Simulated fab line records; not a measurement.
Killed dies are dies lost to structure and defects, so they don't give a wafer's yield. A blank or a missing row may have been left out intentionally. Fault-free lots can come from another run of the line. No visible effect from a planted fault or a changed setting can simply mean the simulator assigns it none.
Code-filled problem report in 8D (eight disciplines) form / flow nand_harc / the parts of the form that need people (team, actions taken, sign-off) are left out

1. WHAT WENT WRONG
cd_nm at NHARC_P_M0_CD_MEAS_09 reads a mean of 80.0 nm on 4 wafers of 2 lots; wafers without a fault read 90.1 nm with a standard deviation of 0.55. That puts it -18 standard deviations away from the usual mean.
The step: target cd 90 nm.
The first sign was on wafer L906.2 at day 7 06:38, on cd_sem-02. The record has a number at this step for 18 wafers belonging to 6 lots. The rule behind "out" and "out of limits": a value lying over 4 standard deviations away from the usual mean. The rest of the wafers with a number are treated as sound.

2. WHAT THIS IS AND IS NOT
question=which readings at this step | is=cd_nm | is not=-
question=which lots | is=L906, L909 | is not=L904, L913, L914, L923
question=which wafers of those lots | is=L906.2, L906.5, L909.2, L909.5 | is not=L906.4, L909.6
question=read on which gauges | is=cd_sem-02 | is not=cd_sem-01, cd_sem-03
question=when | is=from day 7 06:38 | is not=up to then (4 sound wafers); but 10 sound wafers of L909, L913, L914, L923 came after

3. WHAT RULES OUT EACH SUSPECT
Counting: a tool at a process step up to the reading stays a suspect if it ran every lot that is out. Sound lots after the first of them don't rule it out here, since some wafers of a struck lot are sound.
- the gauge at NHARC_P_M0_CD_MEAS_09 is ruled out. All the wafers that are out were read on cd_sem-02, but those of them that NHARC_P_M0_PEB_07 has rows for are out there too, on other tools.
- litho_track-01 at NHARC_P_M0_PEB_07 (peb time 65 s): kept. It processed each lot that is out (first: L906, day 7 06:34); up to then, its last sound lot is L904 (day 6 13:40). On those wafers its own readings are out: heater_power_total_W.
The count leaves litho_track-01 at NHARC_P_M0_PEB_07.

4. THE CAUSE (what the simulator had put in)
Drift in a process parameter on litho_track-01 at NHARC_P_M0_PEB_07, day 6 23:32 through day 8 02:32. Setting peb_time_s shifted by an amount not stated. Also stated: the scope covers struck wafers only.
Only this tool survived the counting.

5. THE CHAIN OF EFFECTS, in route order
Each row: a reading whose mean over the struck wafers that have a number lies more than 3 standard deviations from the usual. Only readings for which the record gives a usual standard deviation are gone through. hours: the time from each lot's start at the first step in this table that gives one to its start at this step, as a median over the lots. sigmas: the change in usual standard deviations.
hours=0; step=NHARC_P_M0_PEB_07; reading=heater_power_total_W; usual=156.7 W; on struck wafers=182.6; change=+25.9; sigmas=+58
hours=0; step=NHARC_P_M0_CD_MEAS_09; reading=cd_nm; usual=90.1 nm; on struck wafers=80.0; change=-10.1; sigmas=-18
hours=1; step=NHARC_P_M0_CD_MEAS_16; reading=cd_nm; usual=90.1 nm; on struck wafers=80.0; change=-10.1; sigmas=-13
hours=334; step=NHARC_END_SORT_01; reading=killed_at_periphery; usual=3.6; on struck wafers=20.0; change=+16.4; sigmas=+7.1
hours=334; step=NHARC_END_SORT_01; reading=sort_bin_2_pct; usual=1.3 %; on struck wafers=3.8; change=+2.5; sigmas=+4.3
hours=334; step=NHARC_END_SORT_01; reading=sort_rim_yield_pct; usual=95 %; on struck wafers=86; change=-10; sigmas=-3.1
Here are the process steps it includes:
- NHARC_P_M0_PEB_07: peb time 65 s.
Later steps that measure or inspect, where all struck wafers having a row at the step show a number for every such reading and not one has moved that far: NHARC_P_M0_OVL_MEAS_10, NHARC_P_M0_INSPECT_11.

6. WHAT WOULD HAVE CAUGHT IT SOONER
Counted from the fault's start at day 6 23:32, it took 7 hours until the first out-of-limits reading at a measuring or inspecting step in this record, taken at day 7 06:38.
The tool's own readings at NHARC_P_M0_PEB_07 were out on every struck wafer that the step has a row for (heater_power_total_W): an alarm limit on them would have fired on the first of those.
Lots out: 2; of these, L909 started NHARC_P_M0_PEB_07 on litho_track-01 after day 7 06:38. Had the tool been put on hold then, it would have been spared.
